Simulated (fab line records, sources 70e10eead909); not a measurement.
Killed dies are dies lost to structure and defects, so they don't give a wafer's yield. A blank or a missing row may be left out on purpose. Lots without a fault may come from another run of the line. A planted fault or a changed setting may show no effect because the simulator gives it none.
Chamber matching | flow nand_harc | NHARC_A_M1_DESCUM_14 on rie_diel-07: 4 sister chambers
The step chemistry O2, time 3 s. 16 wafers are shown with their chamber, then 8 later ones without.

WAFERS WITH THEIR CHAMBER
wafer  | chamber | showerhead_plenum_p_Torr (Torr) | drypump_motor_current_A (A) | oes_product_au (a.u.)
L079.1 | 1       | 2.04                            | 5.1                         | 1.004
L079.2 | 2       | 1.85                            | 6.4                         | 0.995
L079.3 | 3       | 1.94                            | 6.1                         | 0.991
L079.4 | 0       | 1.99                            | 5.5                         | 1.009
L079.5 | 3       | 1.94                            | 6.0                         | 1.002
L079.6 | 0       | 1.99                            | 5.5                         | 0.994
L085.1 | 3       | 1.94                            | 6.1                         | 0.998
L085.2 | 1       | 2.04                            | 5.2                         | 1.003
L085.5 | 3       | 1.94                            | 6.0                         | 1.007
L084.1 | 1       | 2.04                            | 5.1                         | 1.006
L084.2 | 3       | 1.94                            | 6.0                         | 1.004
L084.3 | 0       | 1.99                            | 5.5                         | 0.997
L089.1 | 1       | 2.04                            | 5.1                         | 0.991
L089.2 | 2       | 1.85                            | 6.4                         | 0.986
L089.3 | 3       | 1.94                            | 6.0                         | 1.001
L092.1 | 2       | 1.84                            | 6.4                         | 0.985

SIGNATURES (means of the wafers above)
reading                  | chamber 0 | chamber 1 | chamber 2 | chamber 3 | scatter within a chamber
showerhead_plenum_p_Torr | 1.9900    | 2.0400    | 1.8467    | 1.9400    | 0.00236
drypump_motor_current_A  | 5.500     | 5.125     | 6.400     | 6.033     | 0.0417
oes_product_au           | 1.00000   | 1.00100   | 0.98867   | 1.00050   | 0.00631
Rule: a wafer's distance from a chamber is the root of the sum, over the readings, of the square of ((its reading less the chamber's mean) divided by the reading's scatter). The wafer belongs to the nearest chamber; if the next one is less than 2 further off, it can't be placed. The scatter: the root of (the sum of the squares of (reading less its chamber's mean) over the shown wafers, divided by (wafers less chambers)).

WAFERS WITHOUT THEIR CHAMBER
wafer  | showerhead_plenum_p_Torr (Torr) | drypump_motor_current_A (A) | oes_product_au (a.u.)
L092.3 | 1.99                            | 5.5                         | 0.985
L092.4 | 1.93                            | 6.1                         | 0.993
L095.1 | 1.93                            | 6.1                         | 1.000
L095.3 | 1.99                            | 5.5                         | 0.977
L095.5 | 1.84                            | 6.4                         | 0.989
L094.1 | 1.84                            | 6.4                         | 0.995
L094.3 | 1.93                            | 6.0                         | 1.009
L094.4 | 1.99                            | 5.5                         | 0.991

WHICH CHAMBER EACH WENT THROUGH
wafer  | from the rows above | in truth
L092.3 | 0                   | 0
L092.4 | 3                   | 3
L095.1 | 3                   | 3
L095.3 | 0                   | 0
L095.5 | 2                   | 2
L094.1 | 2                   | 2
L094.3 | 3                   | 3
L094.4 | 0                   | 0
Placed correctly: 8 of 8. Can't be placed from these rows: 0. Placed wrongly: 0.
